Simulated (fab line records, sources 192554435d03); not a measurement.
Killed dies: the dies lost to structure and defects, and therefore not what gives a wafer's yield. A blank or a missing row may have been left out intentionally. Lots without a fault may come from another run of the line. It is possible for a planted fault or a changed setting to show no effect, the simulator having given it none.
Struck lot and sound lot, side by side    flow n5 finfet    38 steps out of a route of 1938
Sound: wafers L862.2, L862.5, L862.6. The struck wafers were L858.1, L858.4, L858.6. The cause comes at the end.
Each step with rows lists, per side, the tool, then ch with its chambers, then its first start. Under that, the readings that differ: sound wafers    struck wafers    difference of the means    sigmas: that difference in standard deviations of wafers without a fault.
alike: words and numbers the same on both sides, and readings whose means are apart by under 2 such deviations; not compared: readings that were withheld, readings missing a value for some wafer, numbers with overlapping values and no deviation given by the record, and bounds like >300 which may hide the same value.
Wherever a step has rows on one side only, a row that says differs or no value, or a row with sigmas, the two part there. Numbers that don't overlap but have no deviation are shown without sigmas and don't part them. A reading that every wafer of one side lacks parts them only if that side has two wafers or more.

first, 9 steps without rows for these wafers: N5_BEOL_M4_ANNEAL_95 (time 240 s); N5_BEOL_M4_SPUTTER_96 (material Cu, target thk 4.5 nm, time 8.29 s); N5_BEOL_M4_ECD_50 (material Cu, target thk 300 nm); N5_BEOL_M4_ANNEAL_51 (time 90 s); N5_BEOL_M4_CMP_52 (polishes, stops on SiOC, t overpolish 6.8 s, target thk 40 nm); N5_BEOL_M4_PRE_CLEAN_60 (time 15 s); N5_BEOL_M4_CO_CAP_55 (material Co, precursor CCTBA/H2, target thk 2 nm, time 102.1 s); N5_BEOL_M4_PRE_CLEAN_56 (time 15 s); N5_BEOL_M4_DEP_57 (deposits SiCN from 3MS/NH3, target thk 8 nm, time 14 s).
N5_BEOL_M4_RC_MEAS_101:
  sound on prober-02 ch 0, day 14 13:12; struck on prober-01 ch 0, day 14 01:01
  alike: DIBL_N, DIBL_P, IOFF_N, IOFF_P, ION_N, ION_P, SS_N, SS_P, VT_N, VT_P
then, 24 steps without rows for these wafers: N5_BEOL_M5_ILD_DEP_00 (deposits SiCOH lowk from DEMS/porogen, target thk 140.64 nm, time 25.9 s); N5_BEOL_M5_CURE_79 (cures SiCOH lowk, time 240 s); N5_BEOL_M5_PECVD_70 (deposits SiO2 from TEOS/O2, target thk 16 nm, time 18 s); N5_BEOL_M5_HM_DEP_02 (deposits TiN, target thk 20 nm); N5_BEOL_M5_COAT_59 (time 60 s, resist thk 60 nm); N5_BEOL_M5_COAT_60 (time 60 s, resist thk 12 nm); N5_BEOL_M5_COAT_71 (time 60 s, resist thk 5 nm); N5_BEOL_M5_COAT_05 (resist thk 30 nm); N5_BEOL_M5_EBR_07; N5_BEOL_M5_SOFTBAKE_06 (time 60 s); N5_BEOL_M5_EXPOSE_08 (exposes mask M5, target cd 28 nm); N5_BEOL_M5_PEB_09 (peb time 60 s); N5_BEOL_M5_DEVELOP_10 (develop time 30 s); N5_BEOL_M5_DESCUM_16 (chemistry O2, time 7 s); N5_BEOL_M5_ETCH_72 (etches underlayer in N2/H2, target depth 6.5 nm, time 5.2 s); N5_BEOL_M5_ETCH_61 (etches SiARC in CF4, target depth 15.6 nm, time 26 s); N5_BEOL_M5_ETCH_62 (etches SOC in N2/H2, target depth 75 nm, overetch 15 nm, time 112.5 s); N5_BEOL_M5_STRIP_63 (strips in N2/H2); N5_BEOL_M5_STRIP_73 (strips in N2/H2); N5_BEOL_M5_STRIP_64 (strips in CF4); N5_BEOL_M5_HM_OPEN_17 (chemistry Cl2/BCl3, target TiN, target depth 20 nm, overetch 6 nm); N5_BEOL_M5_STRIP_19 (strips in O2); N5_BEOL_M5_COAT_65 (time 60 s, resist thk 60 nm); N5_BEOL_M5_COAT_66 (time 60 s, resist thk 12 nm).
N5_BEOL_M6_STRIP_19: strips in O2.
  sound on rie diel-03 ch 1,2,3, day 15 03:56; struck on rie diel-03 ch 2,3, day 14 20:26
  no value came back on the struck wafers for any of 7 readings (bias power w (W), chamber pressure mTorr (mTorr) and others); on the sound wafers bias power w (W) reads 0 0 0
reading                                   sound  struck          difference  sigmas
model.SOC_of_BEOL_M6_COAT_59.thk nm (nm)  0 0 0  92.4 92.4 92.4  +92.4       
  not compared: rf hours counter h
N5_BEOL_M6_ETCH_66: etches SOC in N2/H2, target depth 80 nm, overetch 16 nm, time 120 s.
  sound on rie diel-01 ch 1,2,3, day 15 06:04; struck on rie diel-03 ch 1,3, day 14 21:22
reading                   sound            struck            difference  sigmas
oes product au (a.u.)     0.61 0.62 0.63   0.82 0.68 0.82    +0.15       +3
model.etch.depth nm (nm)  59.77 59.8 59.7  99.21 96.9 99.13  +38.66      
  alike: drypump motor current A, rf vpp V, showerhead plenum p Torr, throttle valve pct
  not compared: rf hours counter h
N5_BEOL_M6_VIA_ETCH_34: etches SiCOH lowk in C4F6/O2, target depth 126.3 nm, time 50.9 s.
  sound on rie diel-01 ch 1,2,3, day 15 06:10; struck on rie diel-03 ch 1,3, day 14 21:28
reading                sound           struck          difference  sigmas
oes product au (a.u.)  0.81 0.81 0.84  0.30 0.25 0.31  -0.53       -8
  alike: O2_flow_sccm, drypump motor current A, oes_ar_750_au, rf vpp V, showerhead plenum p Torr, throttle valve pct
  not compared: rf hours counter h
-- a jump in the record: the struck wafers' starts before and after are 4 days apart (it breaks off in module BEOL_M6 and resumes in module PASSIVATION, where the first step shown is number 1936 of the route) --
N5_PASSIVATION_PROBE_49:
  sound on prober-02, day 19 06:44; struck on prober-01, day 18 16:56
reading                   sound  struck          difference  sigmas
defect limited yield (%)  91.5   0 0 0           -92         -65
killed_at_M4_up           12     1100 1106 1086  +1085       +99 or more
killed at other           10     0 2 3           -8          -3
killed dies               100    1180 1180 1180  +1080       +64
killed on rim             11     152 152 152     +141        +37
sort_bin_5_function (%)   4.9    96.8 96.7 96.1  +91.6       +95
sort n pass               1080   0 0 0           -1080       -64
sort yield pct (%)        91.5   0 0 0           -92         -65
  alike: killed_at_M0_to_M3, killed at contacts, killed at front end, killed open, killed short, sort_bin_6_memory

== WHERE THEY PART ==
At N5_BEOL_M6_STRIP_19 first; at N5_PASSIVATION_PROBE_49 last (within this record only).

WHY: the cause the simulator had injected
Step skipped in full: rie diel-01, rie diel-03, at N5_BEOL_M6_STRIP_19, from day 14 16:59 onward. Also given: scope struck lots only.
